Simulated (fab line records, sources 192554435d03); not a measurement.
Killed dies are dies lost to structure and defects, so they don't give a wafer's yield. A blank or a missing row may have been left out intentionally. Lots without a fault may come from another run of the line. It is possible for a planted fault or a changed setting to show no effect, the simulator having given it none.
fab line records	flow n5-finfet
record: lots: 24	wafers: 72	last-day: 17
route steps=1938 shown BEOL_M2@843
lots with no fault: from the same line, run without faults
start-h: hours from the record's opening day to when the first of the lot's shown wafers began	wait-h: hours from the lot's prior step to this one	" unchanged from the row above	L1.1+2: one row covering several wafers at once	- no value, or no start was given	* or withheld: withheld	< > ~ a bound
route shown NAME@n: NAME is a module with steps in the file, n the number in the route of the first one	usual: the fault-free wafers' mean and standard deviation	same: alike in all rows	chamber/n: place in a boat	sites: each site's reading	_std_site: their standard deviation	_edge_site: mean of outer sites minus mean of inner sites	radius-mm: for every site, how far away it sits from the centre of the wafer	mask NAME#n: copy n	behind: the last tool/chamber to shape the wafer	hold: the reason the lot was held/the length of the hold in hours/how it ended	device: names the non-switching transistor (n, p or np)	end of line: the same wafers' tests at the end of the route	step lacking rows: just its recipe	killed: count of dies lost to structure and defects at first sort (not the wafer's yield)	map: a wafer's dies, marking killed ones x, the rest . and places with no die _
set.NAME: the setting that was run; set.NAME@STEP: the one run at that earlier step	model.NAME: the simulator's own value behind a step, which no gauge read
steps of the route over a sample of lots; a table a step, a row a wafer
services: when a tool's chamber went out of use (start-h, in hours from the record's first day, below 0 if earlier), for how many hours, and the reason
== steps ==
step: N5_BEOL_M2_PECVD_72
recipe: material: SiO2	target-thk-a: 160	temp-c: 400	precursor: TEOS/O2	pressure-torr: 5.5	rf-w: 450	teos-flow-sccm: 53.8	gas: O2	flow-sccm: 3000	time-s: 18
usual: heater-power-w: 724/120	rf-fwd-power-W: 444.4/2	showerhead-plenum-p-Torr: 8.81/0.046	throttle-valve-pct: 22.3/1.1
lot.wafer	tool	chamber	start-h	wait-h	heater-power-w	rf-fwd-power-W	showerhead-plenum-p-Torr	throttle-valve-pct
L074.1	pecvd-01	1	133.27	0.0	620	441.9	8.84	22.4
L074.2	"	2	"	"	799	445.8	8.82	21.5
L074.3	"	0	"	"	561	443.9	8.83	21.7
L075.1	pecvd-04	0	141.14	0.0	694	445.8	8.84	21.5
L075.2	"	2	"	"	577	442.1	8.75	20.7
L075.4	"	0	"	"	670	445.9	8.85	21.3
L076.1	pecvd-01	2	142.93	0.0	783	446.2	8.86	21.4
L076.2	"	1	"	"	713	441.2	8.84	22.4
L076.4	"	1	"	"	714	439.7	8.85	22.3
L078.1	pecvd-02	0	156.14	0.0	589	443.7	8.74	23.2
L078.2	"	2	"	"	784	441.6	8.73	23.4
L078.3	"	1	"	"	833	444.2	8.83	24.0
L077.1	pecvd-01	0	156.54	0.0	604	448.2	8.82	21.5
L077.5	"	0	"	"	605	447.3	8.84	21.9
L077.6	"	2	"	"	733	444.5	8.86	21.4
L079.1	pecvd-04	1	167.88	0.0	960	448.5	8.81	23.4
L079.2	"	2	"	"	621	446.2	8.79	20.7
L079.3	"	0	"	"	669	444.2	8.85	21.3
L080.2	pecvd-02	1	169.07	0.0	826	444.7	8.80	23.8
L080.5	"	2	"	"	934	442.9	8.72	23.2
L080.6	"	1	"	"	819	442.7	8.79	23.9
L081.1	pecvd-01	2	171.15	0.0	709	445.4	8.86	21.6
L081.2	"	1	"	"	686	442.9	8.84	22.2
L081.6	"	1	"	"	672	442.1	8.84	22.5
L082.2	pecvd-02	0	183.56	0.0	641	443.7	8.73	23.2
L082.5	"	2	"	"	799	442.4	8.75	23.5
L082.6	"	1	"	"	831	444.5	8.77	23.9
L083.1	pecvd-01	1	186.87	0.0	589	443.4	8.84	22.1
L083.3	"	0	"	"	616	443.7	8.82	21.7
L083.5	"	1	"	"	586	442.8	8.83	22.3
L084.1	pecvd-02	2	192.68	0.0	935	445.9	8.74	23.6
L084.3	"	0	"	"	594	441.1	8.73	23.5
L084.6	"	2	"	"	908	445.5	8.75	23.5
L085.3	pecvd-01	2	204.28	0.0	692	446.0	8.86	21.5
L085.4	"	0	"	"	617	448.2	8.85	21.5
L085.5	"	1	"	"	677	441.8	8.85	22.4
L086.2	pecvd-01	1	207.58	0.0	695	444.3	8.84	22.2
L086.5	"	2	"	"	805	445.1	8.85	21.7
L086.6	"	1	"	"	675	442.1	8.85	22.5
L087.3	pecvd-02	1	210.83	0.1	707	446.7	8.83	23.9
L087.5	"	0	"	"	690	444.0	8.75	23.5
L087.6	"	1	"	"	689	445.2	8.81	23.8
L088.1	pecvd-04	2	213.18	0.0	528	442.4	8.77	21.1
L088.3	"	2	"	"	534	445.2	8.75	20.8
L088.4	"	1	"	"	953	448.4	8.79	23.3
L089.1	pecvd-01	0	223.23	0.0	680	443.6	8.81	21.8
L089.3	"	2	"	"	824	446.4	8.86	21.6
L089.6	"	2	"	"	803	447.0	8.84	21.7
L091.1	pecvd-01	1	230.20	0.0	632	444.2	8.84	22.4
L091.5	"	1	"	"	656	443.4	8.84	22.3
L091.6	"	2	"	"	807	445.7	8.86	21.5
L090.1	pecvd-02	0	233.40	0.0	634	444.9	8.73	23.6
L090.3	"	2	"	"	935	445.9	8.74	20.1
L090.5	"	2	"	"	955	441.8	8.72	20.0
L092.1	pecvd-04	0	245.25	0.0	683	445.8	8.87	21.5
L092.2	"	2	"	"	573	447.4	8.76	21.1
L092.3	"	1	"	"	826	446.6	8.80	23.3
L093.1	pecvd-01	1	248.23	0.0	705	439.8	8.85	22.3
L093.2	"	0	"	"	618	446.4	8.83	21.7
L093.4	"	0	"	"	618	446.9	8.82	21.6
L094.2	pecvd-04	2	252.48	0.0	538	443.7	8.78	20.7
L094.4	"	2	"	"	536	444.6	8.78	20.9
L094.6	"	0	"	"	606	445.0	8.84	21.4
L095.1	pecvd-04	2	261.10	0.0	590	442.4	8.77	21.2
L095.4	"	0	"	"	658	443.3	8.86	21.4
L095.6	"	1	"	"	933	444.4	8.82	23.0
L096.2	pecvd-02	2	264.88	0.0	939	442.5	8.74	20.1
L096.4	"	1	"	"	720	445.6	8.80	24.1
L096.6	"	1	"	"	732	445.3	8.81	24.1
L097.3	pecvd-02	2	268.30	0.1	961	442.7	8.73	20.1
L097.4	"	1	"	"	823	446.6	8.79	24.0
L097.5	"	2	"	"	995	445.6	8.74	20.2
step: N5_BEOL_M2_ETCH_77
recipe: chemistry: N2/H2	target: underlayer	target-depth-a: 65	mask-material: CAR-EUV	time-s: 5.2	ion-energy-ev: 200	pressure-mtorr: 30	source-w: 840	bias-w: 150	n2-flow-sccm: 200	h2-flow-sccm: 200	ends: cleared
usual: drypump-motor-current-A: 5.6/0.52	etch-rf-on-time-s: 5.19/0.07	oes-product-au: 0.70/0.084	rf-fwd-power-W: 819.5/2.7	rf-vpp-V: 524.1/2.6	showerhead-plenum-p-Torr: 2.56/0.073	throttle-valve-pct: 17.80/0.17
lot.wafer	tool	chamber	start-h	wait-h	drypump-motor-current-A	etch-rf-on-time-s	oes-product-au	rf-fwd-power-W	rf-hours-counter-h	rf-vpp-V	showerhead-plenum-p-Torr	throttle-valve-pct
L074.1	rie-diel-06	2	136.73	0.0	5.4	5.19	0.59	824.0	246	523.9	2.50	18.05
L074.2	"	1	"	"	5.3	5.19	0.60	816.3	214	522.7	2.52	17.92
L074.3	"	0	"	"	5.5	5.15	0.66	818.3	125	528.8	2.66	17.96
L075.1	rie-diel-01	3	144.25	0.0	5.8	5.23	0.79	817.4	19	526.4	2.61	17.66
L075.2	"	1	"	"	4.9	5.14	0.81	816.9	8	520.9	2.50	17.52
L075.4	"	2	"	"	5.5	5.21	0.64	824.4	-	522.0	2.54	17.73
L076.1	rie-diel-01	1	145.27	0.0	4.8	5.15	0.80	821.6	8	522.4	2.50	17.52
L076.2	"	2	"	"	5.5	5.20	0.63	820.6	162	524.0	2.54	17.71
L076.4	"	1	"	"	4.9	5.14	0.81	822.3	-	522.1	2.50	17.53
L078.1	rie-diel-01	0	158.70	0.0	5.4	5.04	0.83	820.2	3	526.3	2.62	17.99
L078.2	"	3	"	"	5.8	5.21	0.78	824.5	26	524.8	2.60	17.69
L078.3	"	1	"	"	4.8	5.23	0.79	820.6	15	524.0	2.49	17.55
L077.1	rie-diel-01	0	159.13	0.0	5.3	5.08	0.84	820.9	3	527.3	2.62	18.01
L077.5	"	0	"	"	5.3	5.08	0.83	821.6	-	525.5	2.62	18.02
L077.6	"	1	"	"	4.9	5.17	0.80	823.9	-	523.0	2.49	17.52
L079.1	rie-diel-01	3	170.05	0.0	5.8	5.28	0.77	816.9	29	525.7	2.60	17.70
L079.2	"	2	"	"	5.5	5.28	0.62	818.2	173	524.6	2.53	17.76
L079.3	"	1	"	"	4.9	5.21	0.79	821.8	20	521.0	2.49	17.53
L080.2	rie-diel-06	2	172.35	0.0	5.4	5.25	0.82	824.1	3	524.9	2.50	17.61
L080.5	"	3	"	"	6.8	5.26	0.64	821.0	-	525.4	2.64	17.84
L080.6	"	0	"	"	5.5	5.28	0.64	821.9	-	524.9	2.65	17.95
L081.1	rie-diel-01	0	173.34	0.0	5.4	5.10	0.82	815.0	9	525.8	2.61	18.01
L081.2	"	3	"	"	5.8	5.27	0.76	818.5	30	523.8	2.60	17.69
L081.6	"	3	"	"	5.8	5.26	0.77	823.6	-	526.0	2.60	17.70
L082.2	rie-diel-06	2	185.49	0.0	5.4	5.20	0.81	821.4	8	522.5	2.50	17.63
L082.5	"	0	"	"	5.5	5.24	0.65	818.6	-	528.5	2.65	17.97
L082.6	"	3	"	"	6.8	5.24	0.64	824.0	-	526.4	2.64	17.84
L083.1	rie-diel-06	2	188.94	0.0	5.4	5.17	0.80	821.6	8	522.0	2.50	17.60
L083.3	"	0	"	"	5.5	5.20	0.64	819.4	144	527.9	2.65	17.95
L083.5	"	2	"	"	5.4	5.17	0.80	819.2	-	521.2	2.50	17.59
L084.1	rie-diel-04	2	195.86	0.0	6.5	5.09	0.79	813.8	16	529.4	2.72	17.86
L084.3	"	3	"	"	5.6	5.08	0.64	817.7	195	519.3	2.42	17.68
L084.6	"	2	"	"	6.5	5.15	0.80	816.5	-	530.1	2.72	17.83
L085.3	rie-diel-01	3	208.41	0.0	5.8	5.28	0.75	815.1	42	525.9	2.60	17.74
L085.4	"	2	"	"	5.5	5.20	0.61	820.1	187	520.4	2.53	17.77
L085.5	"	1	"	"	4.8	5.19	0.76	819.1	-	523.1	2.49	17.55
L086.2	rie-diel-01	2	209.08	0.0	5.5	5.23	0.60	817.6	187	525.2	2.53	17.78
L086.5	"	1	"	"	4.9	5.21	0.75	815.9	-	521.1	2.49	17.55
L086.6	"	2	"	"	5.5	5.20	0.61	813.6	-	523.3	2.53	17.76
L087.3	rie-diel-06	1	214.79	0.0	5.3	5.23	0.58	817.5	243	521.3	2.50	17.97
L087.5	"	2	"	"	5.4	5.21	0.78	821.2	-	524.3	2.50	17.64
L087.6	"	3	"	"	6.8	5.22	0.63	818.1	-	525.2	2.63	17.85
L088.1	rie-diel-06	2	215.39	0.0	5.4	5.20	0.78	821.7	18	521.5	2.49	17.65
L088.3	"	3	"	"	6.8	5.29	0.62	817.2	184	522.9	2.63	17.87
L088.4	"	0	"	"	5.5	5.25	0.62	821.4	153	527.6	2.65	17.99
L089.1	rie-diel-01	0	227.77	0.0	5.3	5.11	0.78	815.5	27	525.9	2.61	18.02
L089.3	"	2	"	"	5.5	5.26	0.61	818.4	195	523.7	2.52	17.77
L089.6	"	2	"	"	5.5	5.26	0.61	816.6	-	524.5	2.52	17.78
L091.1	rie-diel-01	0	231.70	0.0	5.4	5.09	0.79	821.8	28	527.8	2.61	18.05
L091.5	"	3	"	"	5.8	5.30	0.74	822.8	-	522.7	2.59	17.74
L091.6	"	0	"	"	5.4	5.09	0.77	818.1	-	526.3	2.61	18.05
L090.1	rie-diel-04	2	235.36	0.0	6.5	5.13	0.76	819.1	33	527.6	2.71	17.89
L090.3	"	0	"	"	5.6	5.06	0.82	819.2	5	525.0	2.50	17.90
L090.5	"	3	"	"	5.7	5.11	0.63	819.0	-	519.7	2.41	17.71
L092.1	rie-diel-01	2	249.20	0.0	5.5	5.23	0.60	822.3	203	523.0	2.52	17.81
L092.2	"	3	"	"	5.7	5.21	0.73	820.1	57	524.7	2.59	17.74
L092.3	"	0	"	"	5.4	5.09	0.76	819.8	35	525.3	2.60	18.05
L093.1	rie-diel-04	1	250.10	0.0	5.6	5.36	0.58	817.4	237	521.6	2.51	18.02
L093.2	"	0	"	"	5.6	5.09	0.79	818.0	12	521.9	2.50	17.94
L093.4	"	3	"	"	5.6	5.14	0.62	819.1	217	519.9	2.41	17.73
L094.2	rie-diel-01	1	254.22	0.0	4.9	5.16	0.73	814.0	51	519.5	2.48	17.60
L094.4	"	0	"	"	5.4	5.06	0.77	817.4	37	527.0	2.60	18.07
L094.6	"	2	"	"	5.5	5.13	0.61	820.7	-	523.4	2.52	17.80
L095.1	rie-diel-01	0	263.04	0.0	5.3	5.07	0.76	821.8	40	526.4	2.60	18.06
L095.4	"	1	"	"	4.8	5.19	0.73	821.5	53	523.4	2.48	17.60
L095.6	"	2	"	"	5.5	5.15	0.60	822.5	-	522.3	2.52	17.81
L096.2	rie-diel-06	0	268.31	0.0	5.5	5.21	0.62	814.8	173	523.5	2.64	18.01
L096.4	"	3	"	"	6.9	5.24	0.61	821.0	-	526.6	2.63	17.89
L096.6	"	2	"	"	5.4	5.17	0.75	820.0	-	520.4	2.49	17.68
L097.3	rie-diel-04	1	271.84	0.0	5.6	5.22	0.58	819.9	246	521.6	2.50	18.02
L097.4	"	2	"	"	6.5	5.11	0.75	818.1	-	530.3	2.70	17.89
L097.5	"	3	"	"	5.7	5.02	0.62	819.9	-	521.0	2.40	17.74
step: N5_BEOL_M2_STRIP_36
recipe: chemistry: N2/H2	power-w: 450	temp-c: 40	pressure-mtorr: 20	rf-frequency-hz: 6e+07	overash-fraction: 0.3	bias-power-w: 7	h2-frac: 0.5	n2-flow-sccm: 200	h2-flow-sccm: 200
usual: drypump-motor-current-A: 5.7/0.51	oes-product-au: 0.80/0.1	rf-vpp-V: 59.3/1.4	showerhead-plenum-p-Torr: 2.55/0.089	throttle-valve-pct: 23.65/0.21
lot.wafer	tool	chamber	start-h	wait-h	drypump-motor-current-A	oes-product-au	rf-hours-counter-h	rf-vpp-V	showerhead-plenum-p-Torr	throttle-valve-pct
L074.1	rie-diel-06	3	138.95	0.0	6.8	0.75	157	59.0	2.64	23.49
L074.2	"	1	"	"	5.3	0.70	215	58.6	2.51	23.65
L074.3	"	0	"	"	5.5	0.77	126	63.1	2.66	23.69
L075.1	rie-diel-01	3	146.12	0.0	5.8	0.93	20	59.2	2.60	23.40
L075.2	"	1	"	"	4.9	0.95	9	59.8	2.49	23.38
L075.4	"	1	"	"	4.9	0.95	-	59.0	2.49	23.35
L076.1	rie-diel-06	0	146.15	0.0	5.5	0.76	128	59.6	2.65	23.71
L076.2	"	3	"	"	6.8	0.75	159	58.5	2.64	23.49
L076.4	"	2	"	"	5.4	0.71	249	58.8	2.50	23.70
L078.1	rie-diel-01	1	160.28	0.0	4.8	0.93	16	56.6	2.49	23.42
L078.2	"	0	"	"	5.4	0.99	3	58.2	2.61	23.92
L078.3	"	2	"	"	5.5	0.72	169	60.4	2.53	23.51
L077.1	rie-diel-04	1	160.32	0.0	5.6	0.70	208	59.4	2.52	23.91
L077.5	"	2	"	"	6.5	0.98	-	59.3	2.72	23.73
L077.6	"	1	"	"	5.6	0.70	-	58.2	2.52	23.84
L079.1	rie-diel-04	2	172.16	0.0	6.5	0.97	7	58.6	2.72	23.74
L079.2	"	1	"	"	5.6	0.69	212	58.4	2.51	23.86
L079.3	"	0	"	"	5.6	0.69	238	58.9	2.51	24.08
L080.2	rie-diel-06	3	176.21	0.0	6.8	0.76	171	58.0	2.64	23.51
L080.5	"	3	"	"	6.8	0.74	-	59.7	2.64	23.48
L080.6	"	2	"	"	5.4	0.97	-	61.7	2.50	23.36
L081.1	rie-diel-04	1	176.95	0.0	5.6	0.70	214	58.2	2.51	23.86
L081.2	"	3	"	"	5.7	0.74	187	59.0	2.41	23.40
L081.6	"	1	"	"	5.6	0.70	-	59.6	2.51	23.88
L082.2	rie-diel-04	0	191.00	0.0	5.6	0.69	245	61.2	2.50	24.06
L082.5	"	2	"	"	6.5	0.95	-	59.4	2.71	23.73
L082.6	"	0	"	"	5.6	0.69	-	60.4	2.50	24.07
L083.1	rie-diel-06	3	199.94	0.0	6.8	0.73	179	59.5	2.63	23.48
L083.3	"	0	"	"	5.5	0.75	147	58.1	2.65	23.74
L083.5	"	0	"	"	5.5	0.73	-	58.7	2.65	23.74
L084.1	rie-diel-04	0	200.07	0.0	5.6	0.70	248	57.2	2.50	24.06
L084.3	"	1	"	"	5.6	0.69	219	59.1	2.51	23.87
L084.6	"	0	"	"	5.6	0.69	-	60.3	2.50	24.06
L085.3	rie-diel-04	3	209.78	0.0	5.6	0.73	199	60.2	2.41	23.45
L085.4	"	1	"	"	5.6	0.70	-	57.4	2.51	23.88
L085.5	"	2	"	"	6.5	0.92	-	61.5	2.71	23.75
L086.2	rie-diel-04	2	212.59	0.0	6.5	0.94	22	60.2	2.71	23.75
L086.5	"	3	"	"	5.6	0.72	-	58.6	2.41	23.42
L086.6	"	1	"	"	5.6	0.69	-	58.4	2.51	23.90
L087.3	rie-diel-01	3	217.84	0.0	5.8	0.89	46	58.6	2.59	23.46
L087.5	"	2	"	"	5.5	0.71	-	57.5	2.52	23.56
L087.6	"	1	"	"	4.9	0.89	-	59.1	2.48	23.42
L088.1	rie-diel-01	2	218.54	0.0	5.5	0.71	191	57.1	2.52	23.54
L088.3	"	3	"	"	5.8	0.88	46	60.9	2.59	23.46
L088.4	"	1	"	"	4.9	0.88	37	57.4	2.48	23.41
L089.1	rie-diel-01	0	229.16	0.0	5.4	0.90	27	61.4	2.60	23.94
L089.3	"	2	"	"	5.5	0.71	195	58.0	2.52	23.52
L089.6	"	2	"	"	5.5	0.72	-	60.3	2.52	23.56
L091.1	rie-diel-01	3	236.01	0.0	5.8	0.87	52	60.3	2.59	23.46
L091.5	"	0	"	"	5.4	0.92	-	57.3	2.60	23.95
L091.6	"	3	"	"	5.8	0.86	-	59.7	2.59	23.48
L090.1	rie-diel-04	3	248.42	0.0	5.7	0.72	217	57.6	2.40	23.44
L090.3	"	0	"	"	5.6	0.93	11	57.4	2.50	23.79
L090.5	"	1	"	"	5.6	0.68	-	59.6	2.50	23.90
L092.1	rie-diel-06	2	251.39	0.0	5.4	0.89	30	60.0	2.49	23.38
L092.2	"	0	"	"	5.5	0.73	166	59.2	2.64	23.76
L092.3	"	3	"	"	6.8	0.73	196	60.2	2.63	23.53
L093.1	rie-diel-01	3	256.46	0.0	5.8	0.85	60	60.3	2.58	23.50
L093.2	"	2	"	"	5.5	0.69	205	59.6	2.51	23.55
L093.4	"	1	"	"	4.9	0.87	51	56.9	2.47	23.44
L094.2	rie-diel-04	0	256.53	0.0	5.6	0.94	14	57.6	2.50	23.80
L094.4	"	2	"	"	6.5	0.87	39	60.0	2.70	23.79
L094.6	"	1	"	"	5.6	0.67	-	58.9	2.50	23.91
L095.1	rie-diel-06	2	266.53	0.0	5.4	0.88	37	61.0	2.48	23.39
L095.4	"	3	"	"	6.8	0.72	-	60.9	2.62	23.54
L095.6	"	2	"	"	5.4	0.88	-	59.5	2.48	23.37
L096.2	rie-diel-01	2	269.73	0.0	5.5	0.70	209	59.5	2.51	23.55
L096.4	"	0	"	"	5.3	0.88	41	58.0	2.60	23.99
L096.6	"	2	"	"	5.5	0.71	-	58.0	2.51	23.54
L097.3	rie-diel-04	1	273.51	0.0	5.6	0.67	247	60.4	2.50	23.91
L097.4	"	1	"	"	5.6	0.67	-	59.5	2.50	23.91
L097.5	"	3	"	"	5.6	0.71	-	60.0	2.40	23.47
step: N5_BEOL_M2_ALD_84
recipe: material: TaN	target-thk-a: *	temp-c: 275	ald-precursor-family: PDMAT	ald-co-reactant: NH3	pressure-torr: 3	carrier-flow-sccm: 1500	pulse-time-s: 2	purge-time-s: 3	co-reactant-purge-time-s: 2	co-reactant-pulse-time-s: 3	ald-cycles: 30	precursor-vessel-temp-c: 75	precursor-vessel-pressure-torr: 26.25	precursor-vessel-carrier-sccm: 1000
usual: heater-power-w: 436/48
same: pulse-time-s: 2
lot.wafer	tool	chamber	start-h	wait-h	heater-power-w
L074.1	ald-metal-01	3	139.96	0.2	438
L074.2	"	2	"	"	527
L074.3	"	1	"	"	454
L075.1	ald-metal-03	1	147.06	0.1	431
L075.2	"	3	"	"	417
L075.4	"	0	"	"	400
L076.1	ald-metal-04	0	147.13	0.2	398
L076.2	"	3	"	"	358
L076.4	"	2	"	"	463
L078.1	ald-metal-04	3	160.87	0.0	354
L078.2	"	1	"	"	516
L078.3	"	2	"	"	455
L077.1	ald-metal-03	2	160.95	0.0	436
L077.5	"	3	"	"	432
L077.6	"	2	"	"	439
L079.1	ald-metal-01	1	173.16	0.0	454
L079.2	"	2	"	"	531
L079.3	"	0	"	"	380
L080.2	ald-metal-03	2	176.75	0.1	429
L080.5	"	0	"	"	390
L080.6	"	3	"	"	422
L081.1	ald-metal-04	3	178.01	0.2	355
L081.2	"	0	"	"	409
L081.6	"	0	"	"	400
L082.2	ald-metal-04	3	191.69	0.0	359
L082.5	"	1	"	"	506
L082.6	"	0	"	"	405
L083.1	ald-metal-01	1	200.93	0.2	456
L083.3	"	0	"	"	395
L083.5	"	2	"	"	521
L084.1	ald-metal-03	1	200.96	0.2	439
L084.3	"	2	"	"	434
L084.6	"	3	"	"	422
L085.3	ald-metal-03	2	210.27	0.0	429
L085.4	"	1	"	"	430
L085.5	"	3	"	"	432
L086.2	ald-metal-01	1	213.46	0.2	453
L086.5	"	2	"	"	519
L086.6	"	3	"	"	432
L087.3	ald-metal-01	1	218.97	0.1	452
L087.5	"	2	"	"	522
L087.6	"	1	"	"	462
L088.1	ald-metal-01	0	219.50	0.1	383
L088.3	"	2	"	"	527
L088.4	"	1	"	"	452
L089.1	ald-metal-03	0	229.71	0.0	402
L089.3	"	1	"	"	418
L089.6	"	3	"	"	424
L091.1	ald-metal-01	3	236.71	0.1	426
L091.5	"	3	"	"	434
L091.6	"	2	"	"	532
L090.1	ald-metal-04	2	249.05	0.0	462
L090.3	"	1	"	"	490
L090.5	"	3	"	"	352
L092.1	ald-metal-01	1	252.21	0.0	449
L092.2	"	0	"	"	393
L092.3	"	3	"	"	436
L093.1	ald-metal-03	2	257.21	0.0	429
L093.2	"	1	"	"	427
L093.4	"	3	"	"	429
L094.2	ald-metal-01	2	257.83	0.1	523
L094.4	"	2	"	"	535
L094.6	"	0	"	"	390
L095.1	ald-metal-04	0	267.25	0.0	398
L095.4	"	3	"	"	346
L095.6	"	0	"	"	413
L096.2	ald-metal-01	2	270.43	0.0	522
L096.4	"	3	"	"	434
L096.6	"	3	"	"	435
L097.3	ald-metal-04	3	274.29	0.1	353
L097.4	"	1	"	"	500
L097.5	"	0	"	"	412
step: N5_BEOL_M2_ANNEAL_87
recipe: temp-c: 400	time-s: 240	ambient: vacuum
usual: heater-power-w: 866/120
lot.wafer	tool	chamber	start-h	wait-h	heater-power-w
L074.1	pvd-sputter-02	-	141.52	0.0	866
L074.2	"	-	"	"	904
L074.3	"	-	"	"	941
L076.1	pvd-sputter-03	-	148.62	0.0	729
L076.2	"	-	"	"	1182
L076.4	"	-	"	"	875
L075.1	pvd-sputter-03	-	150.46	0.0	872
L075.2	"	-	"	"	1158
L075.4	"	-	"	"	785
L077.1	pvd-sputter-03	-	162.20	0.0	768
L077.5	"	-	"	"	764
L077.6	"	-	"	"	889
L078.1	pvd-sputter-01	-	162.24	0.0	950
L078.2	"	-	"	"	862
L078.3	"	-	"	"	812
L079.1	pvd-sputter-01	-	174.50	0.0	800
L079.2	"	-	"	"	871
L079.3	"	-	"	"	733
L080.2	pvd-sputter-03	-	178.04	0.0	887
L080.5	"	-	"	"	1168
L080.6	"	-	"	"	738
L081.1	pvd-sputter-02	-	179.61	0.0	948
L081.2	"	-	"	"	764
L081.6	"	-	"	"	867
L082.2	pvd-sputter-01	-	193.15	0.0	945
L082.5	"	-	"	"	765
L082.6	"	-	"	"	893
L083.1	pvd-sputter-01	-	202.19	0.0	938
L083.3	"	-	"	"	871
L083.5	"	-	"	"	811
L084.1	pvd-sputter-02	-	202.20	0.0	764
L084.3	"	-	"	"	890
L084.6	"	-	"	"	904
L085.3	pvd-sputter-01	-	212.02	0.0	749
L085.4	"	-	"	"	940
L085.5	"	-	"	"	809
L086.2	pvd-sputter-01	-	214.70	0.0	748
L086.5	"	-	"	"	928
L086.6	"	-	"	"	800
L087.3	pvd-sputter-01	-	220.24	0.0	803
L087.5	"	-	"	"	873
L087.6	"	-	"	"	930
L088.1	pvd-sputter-02	-	220.81	0.0	919
L088.3	"	-	"	"	898
L088.4	"	-	"	"	861
L089.1	pvd-sputter-03	-	231.18	0.0	769
L089.3	"	-	"	"	1188
L089.6	"	-	"	"	792
L091.1	pvd-sputter-01	-	238.00	0.0	811
L091.5	"	-	"	"	881
L091.6	"	-	"	"	751
L090.1	pvd-sputter-03	-	250.41	0.0	878
L090.3	"	-	"	"	1176
L090.5	"	-	"	"	1147
L092.1	pvd-sputter-01	-	253.55	0.0	864
L092.2	"	-	"	"	816
L092.3	"	-	"	"	948
L093.1	pvd-sputter-01	-	258.73	0.0	800
L093.2	"	-	"	"	749
L093.4	"	-	"	"	865
L094.2	pvd-sputter-02	-	259.08	0.0	844
L094.4	"	-	"	"	885
L094.6	"	-	"	"	946
L095.1	pvd-sputter-03	-	268.78	0.0	754
L095.4	"	-	"	"	867
L095.6	"	-	"	"	770
L096.2	pvd-sputter-02	-	271.76	0.0	761
L096.4	"	-	"	"	899
L096.6	"	-	"	"	864
L097.3	pvd-sputter-03	-	275.49	0.0	1157
L097.4	"	-	"	"	784
L097.5	"	-	"	"	1152
step: N5_BEOL_M2_SPUTTER_96
recipe: material: Cu	target-thk-a: 45	temp-c: -20	chamber-pressure-pa: 0.07	power-w: withheld	time-s: 8.29
usual: throttle-valve-pct: 29.9/1
lot.wafer	tool	chamber	start-h	wait-h	throttle-valve-pct
L074.1	pvd-sputter-02	-	142.54	0.1	31.8
L074.2	"	-	"	"	28.8
L074.3	"	-	"	"	30.4
L076.1	pvd-sputter-03	-	149.64	0.1	28.7
L076.2	"	-	"	"	29.6
L076.4	"	-	"	"	28.3
L075.1	pvd-sputter-03	-	151.48	0.1	28.1
L075.2	"	-	"	"	29.7
L075.4	"	-	"	"	31.1
L077.1	pvd-sputter-03	-	163.22	0.1	31.3
L077.5	"	-	"	"	31.3
L077.6	"	-	"	"	28.2
L078.1	pvd-sputter-01	-	163.35	0.1	30.5
L078.2	"	-	"	"	29.9
L078.3	"	-	"	"	30.9
L079.1	pvd-sputter-01	-	175.70	0.1	30.9
L079.2	"	-	"	"	29.9
L079.3	"	-	"	"	29.4
L080.2	pvd-sputter-03	-	179.06	0.1	28.1
L080.5	"	-	"	"	29.7
L080.6	"	-	"	"	28.7
L081.1	pvd-sputter-02	-	180.63	0.1	30.5
L081.2	"	-	"	"	28.9
L081.6	"	-	"	"	31.5
L082.2	pvd-sputter-01	-	194.17	0.1	30.5
L082.5	"	-	"	"	29.3
L082.6	"	-	"	"	30.1
L083.1	pvd-sputter-01	-	203.21	0.1	30.7
L083.3	"	-	"	"	29.9
L083.5	"	-	"	"	30.7
L084.1	pvd-sputter-02	-	203.22	0.1	28.7
L084.3	"	-	"	"	28.8
L084.6	"	-	"	"	29.0
L085.3	pvd-sputter-01	-	213.04	0.1	29.6
L085.4	"	-	"	"	30.7
L085.5	"	-	"	"	31.1
L086.2	pvd-sputter-01	-	215.72	0.1	29.5
L086.5	"	-	"	"	30.6
L086.6	"	-	"	"	31.0
L087.3	pvd-sputter-01	-	221.26	0.1	30.7
L087.5	"	-	"	"	29.9
L087.6	"	-	"	"	30.5
L088.1	pvd-sputter-02	-	221.83	0.1	30.4
L088.3	"	-	"	"	28.9
L088.4	"	-	"	"	31.7
L089.1	pvd-sputter-03	-	232.20	0.1	31.5
L089.3	"	-	"	"	29.7
L089.6	"	-	"	"	31.4
L091.1	pvd-sputter-01	-	239.02	0.1	31.0
L091.5	"	-	"	"	30.1
L091.6	"	-	"	"	29.6
L090.1	pvd-sputter-03	-	251.43	0.1	28.1
L090.3	"	-	"	"	29.6
L090.5	"	-	"	"	29.7
L092.1	pvd-sputter-01	-	254.57	0.1	30.0
L092.2	"	-	"	"	31.3
L092.3	"	-	"	"	30.7
L093.1	pvd-sputter-01	-	259.75	0.1	30.8
L093.2	"	-	"	"	29.5
L093.4	"	-	"	"	30.0
L094.2	pvd-sputter-02	-	260.10	0.1	31.6
L094.4	"	-	"	"	29.0
L094.6	"	-	"	"	30.5
L095.1	pvd-sputter-03	-	269.80	0.1	28.7
L095.4	"	-	"	"	28.2
L095.6	"	-	"	"	31.4
L096.2	pvd-sputter-02	-	272.78	0.1	28.8
L096.4	"	-	"	"	28.7
L096.6	"	-	"	"	29.0
L097.3	pvd-sputter-03	-	276.51	0.1	29.7
L097.4	"	-	"	"	31.2
L097.5	"	-	"	"	29.8
== services ==
tool	chamber	start-h	hours	kind
pvd-sputter-03	-	111.29	1.9	repair
rie-diel-06	0	118.56	6.0	repair
ald-metal-01	0	125.60	34.5	repair
rie-diel-01	0	128.57	-	clean
rie-diel-01	0	128.57	-	consumable-replace:focus-ring
rie-diel-01	0	128.57	21.9	scheduled-down
rie-diel-01	0	128.57	21.9	vent-cycle
ald-metal-03	1	132.93	3.8	repair
ald-metal-01	3	157.51	3.4	repair
pecvd-04	-	158.95	1.4	repair
ald-metal-04	2	180.37	35.2	repair
ald-metal-01	3	188.50	7.2	repair
pecvd-04	2	196.29	4.3	repair
rie-diel-04	1	217.32	5.2	repair
pecvd-01	2	232.62	4.2	repair
rie-diel-06	1	242.35	55.8	repair
ald-metal-03	-	255.55	1.3	repair
ald-metal-04	-	257.14	8.7	pm
ald-metal-01	1	257.38	3.0	repair
pecvd-02	0	261.04	21.4	repair
rie-diel-04	0	265.68	8.2	repair
rie-diel-06	2	272.24	7.4	repair
ald-metal-04	2	272.58	5.5	repair
ald-metal-01	3	273.28	24.0	repair
== key ==
fault none
